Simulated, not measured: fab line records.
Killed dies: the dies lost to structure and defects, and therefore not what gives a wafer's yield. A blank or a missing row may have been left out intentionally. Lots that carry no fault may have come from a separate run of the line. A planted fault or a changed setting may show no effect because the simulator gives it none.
fab line records	flow nand-harc
record lots=24	wafers=72	last-day=25
route steps=1159 shown A_STAIRCASE@585
lots that met no fault: taken from a fault-free run of the same line
start-h: hours from the record's opening day to when the first of the lot's shown wafers began	wait-h: hours from the lot's prior step to this one	" identical to the entry in the row above	L1.1+2: a single row standing in for several wafers	- value missing, or start not given	* or withheld: withheld	< > ~ a bound
route shown NAME@n: names a module that has steps shown in the file, with the first one's number in the route	usual: average and standard deviation across the fault-free wafers	same: alike in all rows	chamber/n: place in a boat	sites: each site's reading	_std_site: how widely they spread, as a standard deviation	_edge_site: outer sites' mean less inner sites'	radius-mm: how far each site lies from the wafer's centre	mask NAME#n: copy n	behind: the last tool/chamber to shape the wafer	hold: why the lot went on hold/how many hours it stayed there/how the hold came to an end	device: whichever transistor did not switch (one of n, p or np)	end of line: the route-end tests of the same wafers	for a step that has no rows: nothing shown but its recipe	killed: count of dies lost to structure and defects at first sort (not the wafer's yield)	map: per-die view of a wafer (x killed, . not killed, _ where there is no die)
set.NAME: the run value of the setting; set.NAME@STEP: its run value at that earlier step	model.NAME: the simulator's own value behind a step, which no gauge read
steps of the route over a sample of lots; a table a step, a row a wafer
services: from which hour (start-h, from the record's first day; less than 0 if before it) a tool's chamber was out of use, for how many hours, and why
## steps
# step NHARC_A_STAIRCASE_TRIM_191
# recipe time-s=211.2	o2-flow-sccm=500	ar-flow-sccm=0	bias-w=0	chemistry=O2
# usual drypump-motor-current-A=5.8/0.46	oes-product-au=1.000/0.008	rf-vpp-V=57.8/0.92	showerhead-plenum-p-Torr=3.56/0.18	throttle-valve-pct=17.036/0.0091
lot.wafer	tool	chamber	start-h	wait-h	drypump-motor-current-A	oes-product-au	rf-hours-counter-h	rf-vpp-V	showerhead-plenum-p-Torr	throttle-valve-pct
L075.2	rie-diel-01	2	-	-	5.7	0.996	40	57.0	3.34	17.040
L075.5	"	0	"	"	5.7	0.997	-	58.4	3.32	17.039
L075.6	"	1	"	"	6.1	1.004	-	58.3	3.68	17.052
L077.2	rie-diel-13	2	-	-	6.0	0.996	54	57.1	3.28	17.028
L077.4	"	0	"	"	4.7	0.993	54	57.8	3.72	17.045
L077.6	"	2	"	"	6.0	1.007	-	57.2	3.28	17.024
L076.2	rie-diel-12	0	-	-	6.1	0.993	19	56.8	3.55	17.045
L076.3	"	1	"	"	5.8	0.993	17	57.3	3.34	17.027
L076.5	"	0	"	"	6.1	0.990	-	56.4	3.54	17.035
L074.2	rie-diel-01	3	-	-	5.6	1.010	44	58.5	3.78	17.034
L074.3	"	0	"	"	5.7	1.012	42	56.7	3.32	17.043
L074.4	"	1	"	"	6.1	1.003	43	58.4	3.67	17.028
L078.3	rie-diel-13	0	-	-	4.8	1.002	56	58.4	3.72	17.040
L078.2	"	1	"	"	6.2	0.985	51	57.9	3.66	17.031
L078.4	"	2	"	"	6.0	1.007	57	58.5	3.28	17.038
L079.3	rie-diel-01	2	-	-	5.7	1.000	48	56.8	3.33	17.039
L079.1	"	0	"	"	5.7	0.994	44	55.5	3.32	17.040
L079.5	"	2	"	"	5.7	1.008	-	56.7	3.33	17.044
L080.2	rie-diel-12	1	-	-	5.8	0.988	22	58.1	3.33	17.034
L080.3	"	3	"	"	6.2	0.986	25	58.9	3.68	17.033
L080.6	"	2	"	"	5.6	0.996	-	56.9	3.50	17.044
L081.3	rie-diel-12	3	-	-	6.2	0.996	26	57.7	3.68	17.026
L081.1	"	0	"	"	6.1	0.999	26	56.7	3.54	17.032
L081.5	"	1	"	"	5.8	1.000	-	56.3	3.33	17.024
L082.1	rie-diel-01	2	-	-	5.7	0.999	54	55.8	3.33	17.037
L082.4	"	0	"	"	5.7	1.004	49	57.9	3.32	17.036
L082.5	"	3	"	"	5.6	0.996	-	58.3	3.78	17.023
L084.1	rie-diel-13	0	-	-	4.8	1.005	5	58.6	3.71	17.045
L084.2	"	2	"	"	6.0	1.004	5	57.8	3.81	17.041
L084.3	"	3	"	"	6.2	0.994	6	58.0	3.32	17.018
L083.1	rie-diel-12	0	-	-	6.1	1.003	32	58.4	3.54	17.048
L083.5	"	2	"	"	5.6	1.003	-	58.8	3.50	17.040
L083.6	"	3	"	"	6.2	0.986	-	57.7	3.68	17.014
L085.1	rie-diel-13	2	-	-	6.0	0.996	7	57.8	3.80	17.057
L085.3	"	0	"	"	4.7	1.006	7	58.3	3.71	17.031
L085.6	"	1	"	"	6.2	1.002	-	58.2	3.65	17.037
L087.2	rie-diel-12	0	-	-	6.1	1.007	35	56.7	3.54	17.022
L087.1	"	1	"	"	5.8	1.002	31	58.0	3.33	17.051
L087.4	"	0	"	"	6.1	0.992	-	58.4	3.54	17.023
L088.1	rie-diel-13	0	-	-	4.7	1.003	14	59.6	3.71	17.040
L088.2	"	1	"	"	6.2	0.998	15	58.6	3.65	17.052
L088.3	"	2	"	"	6.0	1.006	18	58.2	3.80	17.046
L086.1	rie-diel-13	3	-	-	6.2	1.003	17	57.5	3.31	17.030
L086.2	"	1	"	"	6.2	1.002	15	58.9	3.65	17.032
L086.6	"	0	"	"	4.7	0.999	-	58.0	3.71	17.026
L089.1	rie-diel-01	0	-	-	5.7	1.006	3	57.1	3.31	17.035
L089.3	"	3	"	"	5.6	1.005	4	58.7	3.77	17.046
L089.6	"	0	"	"	5.7	1.005	-	57.3	3.31	17.051
L094.1	rie-diel-13	0	-	-	4.7	1.015	25	57.6	3.70	17.024
L094.3	"	2	"	"	6.0	1.027	29	58.4	3.79	17.036
L094.2	"	3	"	"	6.2	1.004	27	57.2	3.31	17.016
L090.4	rie-diel-12	1	-	-	5.8	0.998	49	56.1	3.32	17.045
L090.3	"	3	"	"	6.2	0.993	52	57.9	3.67	17.030
L090.6	"	1	"	"	5.8	0.997	-	56.6	3.32	17.040
L092.3	rie-diel-13	2	-	-	6.0	1.020	29	58.8	3.79	17.032
L092.6	"	1	"	"	6.2	1.007	-	58.0	3.64	17.035
L092.5	"	2	"	"	6.0	1.019	-	58.5	3.79	17.032
L091.3	rie-diel-12	3	-	-	6.2	0.986	55	59.1	3.67	17.039
L091.5	"	3	"	"	6.2	0.994	-	58.5	3.67	17.031
L091.6	"	0	"	"	6.1	0.999	-	57.6	3.52	17.029
L095.3	rie-diel-13	1	-	-	6.2	0.995	29	58.4	3.64	17.029
L095.2	"	3	"	"	6.1	0.992	30	58.0	3.31	17.038
L095.6	"	2	"	"	6.0	0.999	-	58.6	3.79	17.041
L096.3	rie-diel-13	1	-	-	6.2	1.008	30	57.5	3.64	17.043
L096.2	"	2	"	"	6.0	1.008	33	56.5	3.79	17.044
L096.1	"	3	"	"	6.1	1.000	31	55.9	3.31	17.060
L093.3	rie-diel-13	2	-	-	6.0	1.013	34	58.5	3.79	17.035
L093.2	"	3	"	"	6.2	0.992	32	56.7	3.31	17.042
L093.6	"	1	"	"	6.2	1.012	-	58.3	3.64	17.026
L097.3	rie-diel-12	2	-	-	5.6	0.992	50	58.5	3.48	17.040
L097.2	"	0	"	"	6.1	0.995	61	57.8	3.52	17.037
L097.6	"	3	"	"	6.2	0.996	-	56.9	3.66	17.023
# step NHARC_A_STAIRCASE_ETCH_197
# recipe target-depth-a=1000	time-s=40.5	ion-energy-ev=400	c4f8-flow-sccm=20	o2-flow-sccm=10	ar-flow-sccm=withheld	rf-w=600	bias-w=1000	chemistry=C4F8/O2
# usual oes-product-au=0.945/0.014	rf-vpp-V=896/6.5
lot.wafer	tool	chamber	start-h	wait-h	oes-product-au	rf-hours-counter-h	rf-vpp-V
L075.2	rie-diel-01	0	-	-	0.949	38	889
L075.5	"	0	"	"	0.948	-	888
L075.6	"	1	"	"	0.950	-	902
L077.2	rie-diel-13	3	-	-	0.927	52	889
L077.4	"	1	"	"	0.934	50	901
L077.6	"	3	"	"	0.930	-	887
L076.3	rie-diel-12	1	-	-	0.937	17	890
L076.2	"	3	"	"	0.930	19	900
L076.5	"	2	"	"	0.937	-	896
L074.3	rie-diel-01	0	-	-	0.938	42	887
L074.2	"	2	"	"	0.945	45	889
L074.4	"	3	"	"	0.937	45	906
L078.3	rie-diel-13	0	-	-	0.941	56	903
L078.4	"	1	"	"	0.963	52	902
L078.2	"	2	"	"	0.964	57	886
L079.3	rie-diel-12	3	-	-	0.976	22	901
L079.1	"	0	"	"	0.968	22	896
L079.5	"	3	"	"	0.979	-	902
L080.3	rie-diel-12	0	-	-	0.937	25	894
L080.2	"	2	"	"	0.931	23	897
L080.6	"	0	"	"	0.935	-	897
L081.1	rie-diel-01	2	-	-	0.944	54	889
L081.3	"	3	"	"	0.959	53	904
L081.5	"	1	"	"	0.946	-	899
L082.1	rie-diel-01	2	-	-	0.929	55	890
L082.4	"	3	"	"	0.944	54	903
L082.5	"	1	"	"	0.932	-	902
L084.2	rie-diel-12	1	-	-	0.955	28	889
L084.1	"	2	"	"	0.952	28	894
L084.3	"	3	"	"	0.969	32	902
L083.1	rie-diel-01	3	-	-	0.941	60	904
L083.6	"	2	"	"	0.952	-	887
L083.5	"	3	"	"	0.952	-	904
L085.1	rie-diel-12	0	-	-	0.943	36	896
L085.3	"	1	"	"	0.938	31	889
L085.6	"	0	"	"	0.942	-	897
L087.1	rie-diel-12	0	-	-	0.925	37	895
L087.2	"	1	"	"	0.936	33	889
L087.4	"	3	"	"	0.922	-	901
L088.2	rie-diel-13	1	-	-	0.953	16	900
L088.1	"	3	"	"	0.929	18	886
L088.3	"	0	"	"	0.945	15	902
L086.2	rie-diel-01	3	-	-	0.951	1	903
L086.1	"	0	"	"	0.945	1	889
L086.6	"	0	"	"	0.953	-	888
L089.3	rie-diel-01	3	-	-	0.943	4	903
L089.1	"	0	"	"	0.964	3	888
L089.6	"	0	"	"	0.959	-	889
L094.3	rie-diel-13	3	-	-	0.929	28	888
L094.2	"	0	"	"	0.940	26	902
L094.1	"	1	"	"	0.939	27	901
L090.3	rie-diel-13	1	-	-	0.950	27	900
L090.4	"	2	"	"	0.953	29	904
L090.6	"	1	"	"	0.951	-	900
L092.3	rie-diel-12	3	-	-	0.959	52	901
L092.5	"	2	"	"	0.956	-	895
L092.6	"	3	"	"	0.952	-	899
L091.3	rie-diel-13	1	-	-	0.930	29	898
L091.5	"	1	"	"	0.926	-	900
L091.6	"	2	"	"	0.939	-	905
L095.2	rie-diel-12	2	-	-	0.920	43	894
L095.3	"	1	"	"	0.924	51	889
L095.6	"	2	"	"	0.921	-	894
L096.2	rie-diel-13	1	-	-	0.937	31	901
L096.1	"	2	"	"	0.949	33	905
L096.3	"	0	"	"	0.943	29	902
L093.2	rie-diel-01	1	-	-	0.946	16	901
L093.3	"	2	"	"	0.943	18	888
L093.6	"	1	"	"	0.952	-	903
L097.2	rie-diel-01	2	-	-	0.957	21	888
L097.3	"	0	"	"	0.979	19	885
L097.6	"	1	"	"	0.977	-	899
# step NHARC_A_STAIRCASE_ETCH_221
# recipe target-depth-a=1000	time-s=40.5	ion-energy-ev=400	c4f8-flow-sccm=20	o2-flow-sccm=10	ar-flow-sccm=withheld	rf-w=600	bias-w=1000	chemistry=C4F8/O2
# usual oes-product-au=0.938/0.012	rf-vpp-V=897/6.9
lot.wafer	tool	chamber	start-h	wait-h	oes-product-au	rf-hours-counter-h	rf-vpp-V
L075.2	rie-diel-13	0	-	-	0.932	51	904
L075.5	"	1	"	"	0.926	-	901
L075.6	"	2	"	"	0.932	-	886
L077.2	rie-diel-13	1	-	-	0.932	51	901
L077.4	"	2	"	"	0.937	56	886
L077.6	"	1	"	"	0.931	-	900
L076.3	rie-diel-12	3	-	-	0.953	20	900
L076.2	"	0	"	"	0.941	20	895
L076.5	"	3	"	"	0.952	-	901
L074.2	rie-diel-01	3	-	-	0.932	45	904
L074.4	"	0	"	"	0.933	43	890
L074.3	"	2	"	"	0.927	46	889
L078.2	rie-diel-12	3	-	-	0.940	21	903
L078.4	"	0	"	"	0.931	21	895
L078.3	"	1	"	"	0.936	19	888
L079.1	rie-diel-12	0	-	-	0.941	23	895
L079.3	"	2	"	"	0.927	21	894
L079.5	"	0	"	"	0.939	-	898
L080.2	rie-diel-01	2	-	-	0.930	54	890
L080.3	"	0	"	"	0.944	49	889
L080.6	"	1	"	"	0.948	-	900
L081.3	rie-diel-01	2	-	-	0.937	56	889
L081.1	"	3	"	"	0.951	55	905
L081.5	"	1	"	"	0.948	-	901
L082.4	rie-diel-01	2	-	-	0.924	56	888
L082.1	"	3	"	"	0.923	55	906
L082.5	"	2	"	"	0.938	-	889
L084.3	rie-diel-13	2	-	-	0.954	6	906
L084.2	"	3	"	"	0.952	7	890
L084.1	"	0	"	"	0.930	6	903
L083.1	rie-diel-01	3	-	-	0.958	61	904
L083.6	"	3	"	"	0.942	-	906
L083.5	"	0	"	"	0.959	-	889
L085.3	rie-diel-13	3	-	-	0.943	11	889
L085.1	"	2	"	"	0.949	11	906
L085.6	"	0	"	"	0.944	-	902
L087.4	rie-diel-13	1	-	-	0.931	11	900
L087.2	"	2	"	"	0.936	12	904
L087.1	"	0	"	"	0.929	10	903
L088.2	rie-diel-12	2	-	-	0.948	33	895
L088.3	"	0	"	"	0.952	44	896
L088.1	"	1	"	"	0.938	41	888
L086.2	rie-diel-13	2	-	-	0.959	20	906
L086.1	"	0	"	"	0.955	17	903
L086.6	"	2	"	"	0.944	-	906
L089.1	rie-diel-13	0	-	-	0.924	18	902
L089.3	"	2	"	"	0.921	22	906
L089.6	"	0	"	"	0.920	-	902
L094.3	rie-diel-01	0	-	-	0.942	12	886
L094.1	"	2	"	"	0.933	14	889
L094.2	"	3	"	"	0.957	13	904
L090.4	rie-diel-13	0	-	-	0.932	27	900
L090.3	"	1	"	"	0.914	28	901
L090.6	"	1	"	"	0.913	-	900
L092.3	rie-diel-13	3	-	-	0.922	29	888
L092.6	"	2	"	"	0.936	-	905
L092.5	"	3	"	"	0.924	-	888
L091.3	rie-diel-13	3	-	-	0.929	32	888
L091.5	"	3	"	"	0.924	-	888
L091.6	"	0	"	"	0.928	-	903
L095.2	rie-diel-13	3	-	-	0.918	32	888
L095.3	"	0	"	"	0.930	30	903
L095.6	"	0	"	"	0.931	-	904
L096.3	rie-diel-01	0	-	-	0.949	16	885
L096.1	"	1	"	"	0.950	17	900
L096.2	"	2	"	"	0.945	19	889
L093.2	rie-diel-12	1	-	-	0.944	55	887
L093.3	"	2	"	"	0.932	48	894
L093.6	"	2	"	"	0.922	-	895
L097.3	rie-diel-01	3	-	-	0.925	23	903
L097.2	"	0	"	"	0.926	21	887
L097.6	"	2	"	"	0.930	-	888
# step NHARC_A_STAIRCASE_ETCH_223
# recipe target-depth-a=1000	time-s=40.5	ion-energy-ev=400	c4f8-flow-sccm=20	o2-flow-sccm=10	ar-flow-sccm=withheld	rf-w=600	bias-w=1000	chemistry=C4F8/O2
# usual oes-product-au=0.940/0.0087	rf-vpp-V=896/7
lot.wafer	tool	chamber	start-h	wait-h	oes-product-au	rf-hours-counter-h	rf-vpp-V
L075.2	rie-diel-13	1	-	-	0.933	47	901
L075.6	"	2	"	"	0.944	-	886
L075.5	"	3	"	"	0.935	-	888
L077.4	rie-diel-13	0	-	-	0.951	56	902
L077.2	"	1	"	"	0.946	51	901
L077.6	"	3	"	"	0.936	-	888
L076.2	rie-diel-12	2	-	-	0.948	18	896
L076.3	"	0	"	"	0.943	20	897
L076.5	"	2	"	"	0.937	-	895
L074.2	rie-diel-01	3	-	-	0.934	46	905
L074.3	"	0	"	"	0.949	43	888
L074.4	"	1	"	"	0.941	44	900
L078.2	rie-diel-12	0	-	-	0.927	21	898
L078.4	"	1	"	"	0.949	19	889
L078.3	"	2	"	"	0.952	20	895
L079.1	rie-diel-12	0	-	-	0.933	23	896
L079.3	"	1	"	"	0.944	21	889
L079.5	"	3	"	"	0.926	-	901
L080.3	rie-diel-01	3	-	-	0.934	53	907
L080.2	"	0	"	"	0.942	49	887
L080.6	"	2	"	"	0.939	-	889
L081.1	rie-diel-01	3	-	-	0.951	55	904
L081.3	"	0	"	"	0.959	51	886
L081.5	"	2	"	"	0.951	-	888
L082.4	rie-diel-01	3	-	-	0.941	55	904
L082.1	"	1	"	"	0.955	53	902
L082.5	"	0	"	"	0.943	-	886
L084.1	rie-diel-13	2	-	-	0.956	6	907
L084.3	"	3	"	"	0.942	7	888
L084.2	"	0	"	"	0.935	6	902
L083.1	rie-diel-01	2	-	-	0.924	62	889
L083.6	"	2	"	"	0.930	-	889
L083.5	"	3	"	"	0.939	-	905
L085.1	rie-diel-13	0	-	-	0.926	10	904
L085.3	"	2	"	"	0.943	11	906
L085.6	"	1	"	"	0.931	-	901
L087.1	rie-diel-13	3	-	-	0.926	12	888
L087.2	"	0	"	"	0.939	11	902
L087.4	"	1	"	"	0.928	11	901
L088.1	rie-diel-12	3	-	-	0.958	44	901
L088.3	"	0	"	"	0.949	44	896
L088.2	"	1	"	"	0.946	41	888
L086.1	rie-diel-13	3	-	-	0.943	19	888
L086.2	"	1	"	"	0.938	17	901
L086.6	"	0	"	"	0.938	-	902
L089.1	rie-diel-13	0	-	-	0.932	19	902
L089.3	"	1	"	"	0.934	20	901
L089.6	"	0	"	"	0.929	-	901
L094.2	rie-diel-01	1	-	-	0.938	13	901
L094.3	"	2	"	"	0.926	14	887
L094.1	"	3	"	"	0.935	13	904
L090.3	rie-diel-13	0	-	-	0.941	27	902
L090.4	"	2	"	"	0.938	30	905
L090.6	"	3	"	"	0.939	-	888
L092.3	rie-diel-13	3	-	-	0.942	30	888
L092.6	"	2	"	"	0.943	-	906
L092.5	"	3	"	"	0.941	-	886
L091.3	rie-diel-13	2	-	-	0.936	33	904
L091.5	"	1	"	"	0.931	-	901
L091.6	"	2	"	"	0.942	-	905
L095.3	rie-diel-13	0	-	-	0.934	31	902
L095.2	"	1	"	"	0.928	32	899
L095.6	"	0	"	"	0.934	-	903
L096.2	rie-diel-01	2	-	-	0.931	19	887
L096.1	"	3	"	"	0.949	18	905
L096.3	"	0	"	"	0.941	16	888
L093.3	rie-diel-12	3	-	-	0.935	59	901
L093.2	"	1	"	"	0.937	55	888
L093.6	"	3	"	"	0.946	-	901
L097.3	rie-diel-01	3	-	-	0.921	23	904
L097.2	"	0	"	"	0.936	21	886
L097.6	"	3	"	"	0.937	-	905
# step NHARC_A_STAIRCASE_ETCH_227
# recipe target-depth-a=1000	time-s=40.5	ion-energy-ev=400	c4f8-flow-sccm=20	o2-flow-sccm=10	ar-flow-sccm=withheld	rf-w=600	bias-w=1000	chemistry=C4F8/O2
# usual oes-product-au=0.940/0.0097	rf-vpp-V=897/6.9
lot.wafer	tool	chamber	start-h	wait-h	oes-product-au	rf-hours-counter-h	rf-vpp-V
L075.2	rie-diel-13	1	-	-	0.934	47	901
L075.6	"	3	"	"	0.938	-	888
L075.5	"	0	"	"	0.940	-	903
L077.4	rie-diel-13	3	-	-	0.938	54	888
L077.2	"	0	"	"	0.959	56	903
L077.6	"	2	"	"	0.935	-	886
L076.3	rie-diel-12	1	-	-	0.949	18	889
L076.2	"	3	"	"	0.939	21	901
L076.5	"	2	"	"	0.935	-	896
L074.2	rie-diel-01	1	-	-	0.940	44	901
L074.3	"	2	"	"	0.953	47	888
L074.4	"	0	"	"	0.952	44	888
L078.3	rie-diel-12	0	-	-	0.934	21	897
L078.2	"	1	"	"	0.949	19	888
L078.4	"	2	"	"	0.931	20	893
L079.1	rie-diel-12	1	-	-	0.948	21	889
L079.3	"	0	"	"	0.941	23	898
L079.5	"	1	"	"	0.944	-	888
L080.3	rie-diel-01	2	-	-	0.923	55	890
L080.2	"	3	"	"	0.928	54	906
L080.6	"	1	"	"	0.935	-	901
L081.3	rie-diel-01	0	-	-	0.948	52	889
L081.1	"	1	"	"	0.952	53	902
L081.5	"	3	"	"	0.940	-	905
L082.4	rie-diel-01	2	-	-	0.959	56	888
L082.1	"	3	"	"	0.951	55	904
L082.5	"	1	"	"	0.959	-	902
L084.2	rie-diel-13	2	-	-	0.958	6	905
L084.1	"	3	"	"	0.939	7	888
L084.3	"	0	"	"	0.944	6	903
L083.1	rie-diel-01	1	-	-	0.940	59	900
L083.6	"	3	"	"	0.923	-	906
L083.5	"	0	"	"	0.946	-	886
L085.3	rie-diel-13	0	-	-	0.918	10	904
L085.1	"	1	"	"	0.933	10	902
L085.6	"	2	"	"	0.934	-	906
L087.2	rie-diel-13	2	-	-	0.953	13	904
L087.1	"	3	"	"	0.941	13	886
L087.4	"	0	"	"	0.939	11	902
L088.2	rie-diel-12	3	-	-	0.950	44	903
L088.1	"	0	"	"	0.949	44	896
L088.3	"	1	"	"	0.941	41	888
L086.2	rie-diel-13	3	-	-	0.935	19	888
L086.1	"	0	"	"	0.951	17	902
L086.6	"	3	"	"	0.943	-	888
L089.1	rie-diel-13	2	-	-	0.935	23	905
L089.3	"	0	"	"	0.936	19	901
L089.6	"	2	"	"	0.944	-	906
L094.1	rie-diel-01	2	-	-	0.931	14	887
L094.3	"	3	"	"	0.943	13	905
L094.2	"	0	"	"	0.950	13	888
L090.4	rie-diel-13	3	-	-	0.928	29	887
L090.3	"	2	"	"	0.936	31	906
L090.6	"	0	"	"	0.939	-	901
L092.3	rie-diel-13	3	-	-	0.923	30	889
L092.5	"	0	"	"	0.934	-	902
L092.6	"	1	"	"	0.938	-	900
L091.3	rie-diel-13	3	-	-	0.929	33	888
L091.6	"	1	"	"	0.930	-	900
L091.5	"	2	"	"	0.929	-	904
L095.2	rie-diel-13	2	-	-	0.960	34	906
L095.3	"	3	"	"	0.947	33	888
L095.6	"	1	"	"	0.952	-	899
L096.3	rie-diel-01	0	-	-	0.925	17	887
L096.2	"	1	"	"	0.940	17	900
L096.1	"	2	"	"	0.943	19	888
L093.2	rie-diel-12	3	-	-	0.929	60	902
L093.3	"	2	"	"	0.947	48	896
L093.6	"	3	"	"	0.943	-	901
L097.3	rie-diel-01	1	-	-	0.930	22	902
L097.2	"	2	"	"	0.932	24	888
L097.6	"	2	"	"	0.924	-	888
# step NHARC_A_STAIRCASE_ETCH_230
# recipe target-depth-a=1000	time-s=40.5	ion-energy-ev=400	c4f8-flow-sccm=20	o2-flow-sccm=10	ar-flow-sccm=withheld	rf-w=600	bias-w=1000	chemistry=C4F8/O2
# usual oes-product-au=0.943/0.015	rf-vpp-V=897/6.6
lot.wafer	tool	chamber	start-h	wait-h	oes-product-au	rf-hours-counter-h	rf-vpp-V
L075.2	rie-diel-01	0	-	-	0.940	40	887
L075.6	"	3	"	"	0.933	-	904
L075.5	"	0	"	"	0.930	-	889
L077.4	rie-diel-12	1	-	-	0.920	18	889
L077.2	"	2	"	"	0.911	18	893
L077.6	"	3	"	"	0.914	-	902
L076.3	rie-diel-12	3	-	-	0.936	21	901
L076.2	"	0	"	"	0.936	20	897
L076.5	"	1	"	"	0.939	-	890
L074.2	rie-diel-13	2	-	-	0.967	58	886
L074.3	"	3	"	"	0.956	55	888
L074.4	"	1	"	"	0.971	53	902
L078.3	rie-diel-01	3	-	-	0.930	47	905
L078.4	"	0	"	"	0.941	44	890
L078.2	"	2	"	"	0.923	48	889
L079.3	rie-diel-12	3	-	-	0.941	24	899
L079.1	"	1	"	"	0.955	21	888
L079.5	"	2	"	"	0.950	-	896
L080.2	rie-diel-01	1	-	-	0.935	51	901
L080.3	"	2	"	"	0.934	55	888
L080.6	"	1	"	"	0.941	-	901
L081.1	rie-diel-13	3	-	-	0.955	0	888
L081.3	"	1	"	"	0.962	0	900
L081.5	"	0	"	"	0.950	-	903
L082.1	rie-diel-12	3	-	-	0.915	27	900
L082.4	"	1	"	"	0.924	25	889
L082.5	"	3	"	"	0.917	-	902
L084.2	rie-diel-12	3	-	-	0.974	33	902
L084.3	"	0	"	"	0.980	33	895
L084.1	"	1	"	"	0.964	29	890
L083.1	rie-diel-12	1	-	-	0.978	29	889
L083.5	"	1	"	"	0.967	-	888
L083.6	"	2	"	"	0.981	-	894
L085.1	rie-diel-13	1	-	-	0.938	11	901
L085.3	"	3	"	"	0.938	12	888
L085.6	"	2	"	"	0.939	-	906
L087.1	rie-diel-13	0	-	-	0.922	13	902
L087.4	"	1	"	"	0.927	14	900
L087.2	"	2	"	"	0.931	17	907
L088.2	rie-diel-13	1	-	-	0.943	18	901
L088.1	"	2	"	"	0.948	20	905
L088.3	"	3	"	"	0.953	19	889
L086.2	rie-diel-13	0	-	-	0.946	17	902
L086.1	"	1	"	"	0.932	18	899
L086.6	"	1	"	"	0.930	-	902
L089.1	rie-diel-13	0	-	-	0.948	19	902
L089.3	"	1	"	"	0.942	20	901
L089.6	"	0	"	"	0.944	-	903
L094.3	rie-diel-01	0	-	-	0.938	13	887
L094.1	"	1	"	"	0.941	13	900
L094.2	"	2	"	"	0.943	14	890
L090.4	rie-diel-13	0	-	-	0.940	28	902
L090.3	"	1	"	"	0.940	29	900
L090.6	"	3	"	"	0.933	-	888
L092.3	rie-diel-01	2	-	-	0.930	15	888
L092.5	"	1	"	"	0.932	-	901
L092.6	"	2	"	"	0.923	-	889
L091.3	rie-diel-12	2	-	-	0.958	46	895
L091.5	"	1	"	"	0.959	-	887
L091.6	"	2	"	"	0.948	-	895
L095.3	rie-diel-13	0	-	-	0.945	31	902
L095.2	"	1	"	"	0.933	32	900
L095.6	"	0	"	"	0.951	-	902
L096.1	rie-diel-01	2	-	-	0.928	20	889
L096.3	"	3	"	"	0.943	19	906
L096.2	"	1	"	"	0.928	18	901
L093.2	rie-diel-13	3	-	-	0.947	34	888
L093.3	"	0	"	"	0.937	32	902
L093.6	"	3	"	"	0.942	-	890
L097.3	rie-diel-01	3	-	-	0.959	24	905
L097.2	"	0	"	"	0.943	22	888
L097.6	"	0	"	"	0.934	-	890
## services
tool	chamber	start-h	hours	kind
rie-diel-13	0	231.55	-	clean
rie-diel-13	1	231.55	-	clean
rie-diel-13	2	231.55	-	clean
rie-diel-13	3	231.55	-	clean
rie-diel-13	0	256.05	-	clean
rie-diel-13	1	256.05	-	clean
rie-diel-13	2	256.05	-	clean
rie-diel-13	3	256.05	-	clean
rie-diel-13	-	276.21	9.0	pm
rie-diel-13	0	276.21	9.0	vent-cycle
rie-diel-13	1	276.21	9.0	vent-cycle
rie-diel-13	2	276.21	9.0	vent-cycle
rie-diel-13	3	276.21	9.0	vent-cycle
rie-diel-13	0	285.21	-	clean
rie-diel-13	1	285.21	-	clean
rie-diel-13	2	285.21	-	clean
rie-diel-13	2	285.21	-	consumable-replace:showerhead
rie-diel-13	3	285.21	-	clean
rie-diel-13	0	309.74	-	clean
rie-diel-13	1	309.74	-	clean
rie-diel-12	2	310.57	12.3	repair
rie-diel-01	-	316.05	0.7	repair
rie-diel-13	3	371.96	3.1	repair
rie-diel-12	-	380.36	9.0	pm
## key
fault none
